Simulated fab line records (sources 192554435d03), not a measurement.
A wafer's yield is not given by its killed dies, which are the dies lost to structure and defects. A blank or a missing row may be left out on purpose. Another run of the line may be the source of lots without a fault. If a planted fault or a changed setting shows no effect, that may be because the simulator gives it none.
Split-lot trial || flow n5_finfet || on a route of 1938 steps: 7 lots, 21 wafers read

== THE SPLIT ==
At N5_BEOL_M3_COAT_67 (time 60 s, resist thk 60 nm), the setting spin_rpm was moved away from the recipe's 1500 rpm on 8 of the 21 wafers read, by -11.1% to +10.8%. For the rest of the wafers, this setting stayed at what the recipe calls for.

The split's own step is where the reading is taken.

== THE READING ==
SOC_of_BEOL_M3_COAT_67.thk_nm (the simulator's own value, which no gauge read), in nm, at N5_BEOL_M3_COAT_67 (time 60 s, resist thk 60 nm). The file does not state a usual value for it. Average 60.1 nm, standard deviation 0.14 nm, over the 13 wafers here run with the recipe.

{"wafer": "L080.1", "tool, chamber at the split": "litho_track-04, 0", "spin_rpm as run, rpm": 1548, "against the recipe": "+3.2%", "SOC_of_BEOL_M3_COAT_67.thk_nm, nm": 58.8, "against lot-mates on the recipe": -1.0}
{"wafer": "L080.3", "tool, chamber at the split": "litho_track-04, 0", "spin_rpm as run, rpm": 1548, "against the recipe": "+3.2%", "SOC_of_BEOL_M3_COAT_67.thk_nm, nm": 58.8, "against lot-mates on the recipe": -1.0}
{"wafer": "L080.2", "tool, chamber at the split": "litho_track-04, 0", "spin_rpm as run, rpm": 1500, "against the recipe": "recipe", "SOC_of_BEOL_M3_COAT_67.thk_nm, nm": 59.8, "against lot-mates on the recipe": "-"}
{"wafer": "L082.2", "tool, chamber at the split": "litho_track-02, 0", "spin_rpm as run, rpm": 1500, "against the recipe": "recipe", "SOC_of_BEOL_M3_COAT_67.thk_nm, nm": 60, "against lot-mates on the recipe": "-"}
{"wafer": "L082.3", "tool, chamber at the split": "litho_track-02, 0", "spin_rpm as run, rpm": 1500, "against the recipe": "recipe", "SOC_of_BEOL_M3_COAT_67.thk_nm, nm": 60, "against lot-mates on the recipe": "-"}
{"wafer": "L082.6", "tool, chamber at the split": "litho_track-02, 0", "spin_rpm as run, rpm": 1500, "against the recipe": "recipe", "SOC_of_BEOL_M3_COAT_67.thk_nm, nm": 60.2, "against lot-mates on the recipe": "-"}
{"wafer": "L085.4", "tool, chamber at the split": "litho_track-05, 0", "spin_rpm as run, rpm": 1500, "against the recipe": "recipe", "SOC_of_BEOL_M3_COAT_67.thk_nm, nm": 60.2, "against lot-mates on the recipe": "-"}
{"wafer": "L085.5", "tool, chamber at the split": "litho_track-05, 0", "spin_rpm as run, rpm": 1500, "against the recipe": "recipe", "SOC_of_BEOL_M3_COAT_67.thk_nm, nm": 60.2, "against lot-mates on the recipe": "-"}
{"wafer": "L085.6", "tool, chamber at the split": "litho_track-05, 0", "spin_rpm as run, rpm": 1500, "against the recipe": "recipe", "SOC_of_BEOL_M3_COAT_67.thk_nm, nm": 60, "against lot-mates on the recipe": "-"}
{"wafer": "L088.1", "tool, chamber at the split": "litho_track-05, 0", "spin_rpm as run, rpm": 1591, "against the recipe": "+6.1%", "SOC_of_BEOL_M3_COAT_67.thk_nm, nm": 58.2, "against lot-mates on the recipe": "no lot-mate on the recipe"}
{"wafer": "L088.5", "tool, chamber at the split": "litho_track-05, 0", "spin_rpm as run, rpm": 1591, "against the recipe": "+6.1%", "SOC_of_BEOL_M3_COAT_67.thk_nm, nm": 58.2, "against lot-mates on the recipe": "no lot-mate on the recipe"}
{"wafer": "L088.6", "tool, chamber at the split": "litho_track-05, 0", "spin_rpm as run, rpm": 1591, "against the recipe": "+6.1%", "SOC_of_BEOL_M3_COAT_67.thk_nm, nm": 58.2, "against lot-mates on the recipe": "no lot-mate on the recipe"}
{"wafer": "L094.1", "tool, chamber at the split": "litho_track-05, 0", "spin_rpm as run, rpm": 1500, "against the recipe": "recipe", "SOC_of_BEOL_M3_COAT_67.thk_nm, nm": 60, "against lot-mates on the recipe": "-"}
{"wafer": "L094.2", "tool, chamber at the split": "litho_track-05, 0", "spin_rpm as run, rpm": 1500, "against the recipe": "recipe", "SOC_of_BEOL_M3_COAT_67.thk_nm, nm": 60, "against lot-mates on the recipe": "-"}
{"wafer": "L094.5", "tool, chamber at the split": "litho_track-05, 0", "spin_rpm as run, rpm": 1333, "against the recipe": "-11.1%", "SOC_of_BEOL_M3_COAT_67.thk_nm, nm": 63.8, "against lot-mates on the recipe": "+3.8"}
{"wafer": "L096.3", "tool, chamber at the split": "litho_track-05, 0", "spin_rpm as run, rpm": 1500, "against the recipe": "recipe", "SOC_of_BEOL_M3_COAT_67.thk_nm, nm": 59.8, "against lot-mates on the recipe": "-"}
{"wafer": "L096.4", "tool, chamber at the split": "litho_track-05, 0", "spin_rpm as run, rpm": 1500, "against the recipe": "recipe", "SOC_of_BEOL_M3_COAT_67.thk_nm, nm": 60.2, "against lot-mates on the recipe": "-"}
{"wafer": "L096.5", "tool, chamber at the split": "litho_track-05, 0", "spin_rpm as run, rpm": 1500, "against the recipe": "recipe", "SOC_of_BEOL_M3_COAT_67.thk_nm, nm": 60.2, "against lot-mates on the recipe": "-"}
{"wafer": "L097.3", "tool, chamber at the split": "litho_track-05, 0", "spin_rpm as run, rpm": 1662, "against the recipe": "+10.8%", "SOC_of_BEOL_M3_COAT_67.thk_nm, nm": 57.2, "against lot-mates on the recipe": -3.0}
{"wafer": "L097.4", "tool, chamber at the split": "litho_track-05, 0", "spin_rpm as run, rpm": 1662, "against the recipe": "+10.8%", "SOC_of_BEOL_M3_COAT_67.thk_nm, nm": 57.2, "against lot-mates on the recipe": -3.0}
{"wafer": "L097.6", "tool, chamber at the split": "litho_track-05, 0", "spin_rpm as run, rpm": 1500, "against the recipe": "recipe", "SOC_of_BEOL_M3_COAT_67.thk_nm, nm": 60.2, "against lot-mates on the recipe": "-"}

THE FIT
A straight line over all 21 wafers: SOC_of_BEOL_M3_COAT_67.thk_nm changes by -0.299 nm for each +1% of spin_rpm; r = -0.99; the points scatter about the line by 0.22 nm.
The same after taking each lot's own level away (the mean of its wafers on the recipe; 18 wafers): -0.303 nm for each +1%; r = -0.99; scatter 0.17 nm.
The reading moves by 3.4 nm for the largest change in spin_rpm, on that fit.
The span of the lots' own levels, 59.80 to 60.20 nm, comes to 2.8 times the standard deviation stated above.
Consequently the slope shifts little with the lot-to-lot level, the two slopes agreeing.
Check: +3.1 nm against its lot-mates is what the line predicts for one of the wafers moved furthest among these (-11.1%) when that wafer is left out of the fit. It came out at +3.8 nm against them.

== THE OTHER SPLITS THESE WAFERS WENT THROUGH ==
Before the reading, these wafers also passed through other splits. Each is held against what the fit with the lots' levels taken away leaves over:
{"other split on the same wafers": "N5_MOL_CONTACT_COAG_ETCH_105 bias_w", "wafers away from the commonest value": 7, "r with SOC_of_BEOL_M3_COAT_67.thk_nm (lot level and that fit taken away)": -0.41}
{"other split on the same wafers": "N5_MOL_CONTACT_COAG_EXPOSE_81 dose_mj", "wafers away from the commonest value": 12, "r with SOC_of_BEOL_M3_COAT_67.thk_nm (lot level and that fit taken away)": -0.28}
{"other split on the same wafers": "N5_MOL_CONTACT_COAG_ETCH_91 time_s", "wafers away from the commonest value": 6, "r with SOC_of_BEOL_M3_COAT_67.thk_nm (lot level and that fit taken away)": "+0.26"}
{"other split on the same wafers": "N5_BEOL_M0_SAQP_DESCUM_19 time_s", "wafers away from the commonest value": 7, "r with SOC_of_BEOL_M3_COAT_67.thk_nm (lot level and that fit taken away)": -0.39}
{"other split on the same wafers": "N5_BEOL_M0_SAQP_COAT_72 spin_rpm", "wafers away from the commonest value": 5, "r with SOC_of_BEOL_M3_COAT_67.thk_nm (lot level and that fit taken away)": "+0.07"}
{"other split on the same wafers": "N5_BEOL_M0_SAQP_EXPOSE_37 dose_mj", "wafers away from the commonest value": 5, "r with SOC_of_BEOL_M3_COAT_67.thk_nm (lot level and that fit taken away)": "+0.41"}
{"other split on the same wafers": "N5_BEOL_M1_ETCH_64 source_w", "wafers away from the commonest value": 9, "r with SOC_of_BEOL_M3_COAT_67.thk_nm (lot level and that fit taken away)": "+0.15"}
{"other split on the same wafers": "N5_BEOL_M2_COAT_22 spin_rpm", "wafers away from the commonest value": 9, "r with SOC_of_BEOL_M3_COAT_67.thk_nm (lot level and that fit taken away)": -0.34}
{"other split on the same wafers": "N5_BEOL_M2_ALD_98 ald_cycles", "wafers away from the commonest value": 7, "r with SOC_of_BEOL_M3_COAT_67.thk_nm (lot level and that fit taken away)": "+0.07"}

== FILE'S OWN FIT ==
SOC_of_BEOL_M3_COAT_67.thk_nm changes by -0.311 nm for each +1% of spin_rpm, r = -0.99.
